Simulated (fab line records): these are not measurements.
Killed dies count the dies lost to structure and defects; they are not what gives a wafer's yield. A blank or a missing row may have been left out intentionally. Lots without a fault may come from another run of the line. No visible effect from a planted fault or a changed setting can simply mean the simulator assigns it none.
Split-lot study / flow n5-finfet / route with 1938 steps; 7 lots, 39 wafers read

THE SPLIT ITSELF
At N5_DUMMY_GATE_EXPOSE_12 (exposes mask GATE, target cd 25 nm), the setting dose-mj was moved away from the recipe's 34 on 15 of the 39 wafers read, by -7.9% to +4.8%. For the rest of the wafers, this setting stayed at what the recipe calls for.

FROM THE SPLIT TO THE READING: what the file shows between them, 2 steps
- N5_DUMMY_GATE_PEB_13: peb time 60 s
- N5_DUMMY_GATE_DEVELOP_14: develop time 30 s

THE READING
cd-nm (nm) at N5_DUMMY_GATE_CD_MEAS_15, where the cd target is 25.8 nm. A value of 25.05 nm with a standard deviation of 0.23 nm is what fault-free wafers of this fab line usually give.

wafer=L075.1; tool, chamber at the split=euv-scanner-01, 0; dose-mj as run=34; against the recipe=recipe; cd-nm, nm=25.45; against lot-mates on the recipe=-
wafer=L075.2; tool, chamber at the split=euv-scanner-01, 0; dose-mj as run=32.84; against the recipe=-3.4%; cd-nm, nm=25.34; against lot-mates on the recipe=+0.27
wafer=L075.3; tool, chamber at the split=euv-scanner-01, 0; dose-mj as run=34; against the recipe=recipe; cd-nm, nm=24.97; against lot-mates on the recipe=-
wafer=L075.4; tool, chamber at the split=euv-scanner-01, 0; dose-mj as run=32.84; against the recipe=-3.4%; cd-nm, nm=25.76; against lot-mates on the recipe=+0.69
wafer=L075.5; tool, chamber at the split=euv-scanner-01, 0; dose-mj as run=34; against the recipe=recipe; cd-nm, nm=24.80; against lot-mates on the recipe=-
wafer=L075.6; tool, chamber at the split=euv-scanner-01, 0; dose-mj as run=32.84; against the recipe=-3.4%; cd-nm, nm=25.66; against lot-mates on the recipe=+0.59
wafer=L079.1; tool, chamber at the split=euv-scanner-01, 0; dose-mj as run=34; against the recipe=recipe; cd-nm, nm=25.53; against lot-mates on the recipe=-
wafer=L079.2; tool, chamber at the split=euv-scanner-01, 0; dose-mj as run=34; against the recipe=recipe; cd-nm, nm=24.92; against lot-mates on the recipe=-
wafer=L079.3; tool, chamber at the split=euv-scanner-01, 0; dose-mj as run=34; against the recipe=recipe; cd-nm, nm=25.22; against lot-mates on the recipe=-
wafer=L079.4; tool, chamber at the split=euv-scanner-01, 0; dose-mj as run=34; against the recipe=recipe; cd-nm, nm=24.78; against lot-mates on the recipe=-
wafer=L079.5; tool, chamber at the split=euv-scanner-01, 0; dose-mj as run=34; against the recipe=recipe; cd-nm, nm=25.18; against lot-mates on the recipe=-
wafer=L079.6; tool, chamber at the split=euv-scanner-01, 0; dose-mj as run=34; against the recipe=recipe; cd-nm, nm=25.27; against lot-mates on the recipe=-
wafer=L081.1; tool, chamber at the split=euv-scanner-01, 0; dose-mj as run=31.33; against the recipe=-7.9%; cd-nm, nm=26.96; against lot-mates on the recipe=+2.04
wafer=L081.2; tool, chamber at the split=euv-scanner-01, 0; dose-mj as run=34; against the recipe=recipe; cd-nm, nm=25.10; against lot-mates on the recipe=-
wafer=L081.3; tool, chamber at the split=euv-scanner-01, 0; dose-mj as run=31.33; against the recipe=-7.9%; cd-nm, nm=26.69; against lot-mates on the recipe=+1.77
wafer=L081.4; tool, chamber at the split=euv-scanner-01, 0; dose-mj as run=34; against the recipe=recipe; cd-nm, nm=24.94; against lot-mates on the recipe=-
wafer=L081.5; tool, chamber at the split=euv-scanner-01, 0; dose-mj as run=34; against the recipe=recipe; cd-nm, nm=24.72; against lot-mates on the recipe=-
wafer=L081.6; tool, chamber at the split=euv-scanner-01, 0; dose-mj as run=31.33; against the recipe=-7.9%; cd-nm, nm=26.46; against lot-mates on the recipe=+1.54
wafer=L090.1; tool, chamber at the split=euv-scanner-01, 0; dose-mj as run=34; against the recipe=recipe; cd-nm, nm=24.56; against lot-mates on the recipe=-
wafer=L090.2; tool, chamber at the split=euv-scanner-01, 0; dose-mj as run=32.78; against the recipe=-3.6%; cd-nm, nm=25.93; against lot-mates on the recipe=+0.98
wafer=L090.3; tool, chamber at the split=euv-scanner-01, 0; dose-mj as run=32.78; against the recipe=-3.6%; cd-nm, nm=25.41; against lot-mates on the recipe=+0.46
wafer=L090.4; tool, chamber at the split=euv-scanner-01, 0; dose-mj as run=34; against the recipe=recipe; cd-nm, nm=25.16; against lot-mates on the recipe=-
wafer=L090.5; tool, chamber at the split=euv-scanner-01, 0; dose-mj as run=34; against the recipe=recipe; cd-nm, nm=25.13; against lot-mates on the recipe=-
wafer=L090.6; tool, chamber at the split=euv-scanner-01, 0; dose-mj as run=32.78; against the recipe=-3.6%; cd-nm, nm=25.46; against lot-mates on the recipe=+0.51
wafer=L094.1; tool, chamber at the split=euv-scanner-01, 0; dose-mj as run=35.64; against the recipe=+4.8%; cd-nm, nm=24.31; against lot-mates on the recipe=-0.65
wafer=L094.2; tool, chamber at the split=euv-scanner-01, 0; dose-mj as run=35.64; against the recipe=+4.8%; cd-nm, nm=24.17; against lot-mates on the recipe=-0.79
wafer=L094.3; tool, chamber at the split=euv-scanner-01, 0; dose-mj as run=35.64; against the recipe=+4.8%; cd-nm, nm=24.50; against lot-mates on the recipe=-0.46
wafer=L094.4; tool, chamber at the split=euv-scanner-01, 0; dose-mj as run=34; against the recipe=recipe; cd-nm, nm=24.85; against lot-mates on the recipe=-
wafer=L094.5; tool, chamber at the split=euv-scanner-01, 0; dose-mj as run=34; against the recipe=recipe; cd-nm, nm=24.97; against lot-mates on the recipe=-
wafer=L094.6; tool, chamber at the split=euv-scanner-01, 0; dose-mj as run=34; against the recipe=recipe; cd-nm, nm=25.07; against lot-mates on the recipe=-
wafer=L096.2; tool, chamber at the split=euv-scanner-02, 0; dose-mj as run=34; against the recipe=recipe; cd-nm, nm=24.93; against lot-mates on the recipe=-
wafer=L096.4; tool, chamber at the split=euv-scanner-02, 0; dose-mj as run=34; against the recipe=recipe; cd-nm, nm=24.81; against lot-mates on the recipe=-
wafer=L096.5; tool, chamber at the split=euv-scanner-02, 0; dose-mj as run=34; against the recipe=recipe; cd-nm, nm=25.02; against lot-mates on the recipe=-
wafer=L097.1; tool, chamber at the split=euv-scanner-01, 0; dose-mj as run=34; against the recipe=recipe; cd-nm, nm=25.27; against lot-mates on the recipe=-
wafer=L097.2; tool, chamber at the split=euv-scanner-01, 0; dose-mj as run=34; against the recipe=recipe; cd-nm, nm=24.93; against lot-mates on the recipe=-
wafer=L097.3; tool, chamber at the split=euv-scanner-01, 0; dose-mj as run=32.05; against the recipe=-5.7%; cd-nm, nm=26.32; against lot-mates on the recipe=+1.29
wafer=L097.4; tool, chamber at the split=euv-scanner-01, 0; dose-mj as run=32.05; against the recipe=-5.7%; cd-nm, nm=26.07; against lot-mates on the recipe=+1.04
wafer=L097.5; tool, chamber at the split=euv-scanner-01, 0; dose-mj as run=34; against the recipe=recipe; cd-nm, nm=24.88; against lot-mates on the recipe=-
wafer=L097.6; tool, chamber at the split=euv-scanner-01, 0; dose-mj as run=32.05; against the recipe=-5.7%; cd-nm, nm=26.24; against lot-mates on the recipe=+1.21

THE FIT
A straight line over all 39 wafers: cd-nm changes by -0.19 nm for each +1% of dose-mj; r = -0.93; the points scatter about the line by 0.23 nm.
The same after taking each lot's own level away (the mean of its wafers on the recipe; 39 wafers): -0.192 nm for each +1%; r = -0.93; scatter 0.23 nm.
The reading moves by 1.5 nm for the largest change in dose-mj, on that fit.
Measured against the standard deviation above, the lots' own levels, which go from 24.920 to 25.150 nm, span 1.0 times it.
Hence the lot-to-lot level has little effect on the slope; both slopes agree.
Check: with one of the wafers moved furthest among these (-7.9%) left out of the fit, the line predicts +1.46 nm for it against its lot-mates. It came out at +2.04 nm against them.

OTHER SPLITS ON THESE WAFERS
Before the reading, these wafers also passed through other splits. Each is held against what the fit with the lots' levels taken away leaves over:
other split on the same wafers=N5_FIN_SAQP_FIN_ETCH_36 icp-w; wafers away from the commonest value=12; r with cd-nm (lot level and that fit taken away)=-0.14
other split on the same wafers=N5_FIN_CUT_ETCH_21 bias-w; wafers away from the commonest value=18; r with cd-nm (lot level and that fit taken away)=-0.12

THE WHOLE CHAIN: every reading that the file lists as answering this split, in the file's order
step=N5_DUMMY_GATE_CD_MEAS_15; what it does=target cd 25.8 nm; reading=cd-nm; change (the file's fit)=-0.196 nm for each +1% of the setting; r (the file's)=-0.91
step=N5_DUMMY_GATE_TRIM_49; what it does=chemistry O2, time 29 s, target cd 14 nm; reading=DUMMY_GATE.cd-nm (the simulator's own value, which no gauge read); change (the file's fit)=-0.192 nm for each +1% of the setting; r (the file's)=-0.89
step=N5_DUMMY_GATE_ETCH_42; what it does=etches SiO2 in CHF3/O2, target depth 3.5 nm, time 31 s; reading=DUMMY_GATE.cd-nm (the simulator's own value, which no gauge read); change (the file's fit)=-0.199 nm for each +1% of the setting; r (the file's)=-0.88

THE FILE'S OWN FIT
cd-nm changes by -0.196 nm for each +1% of dose-mj, r = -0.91.
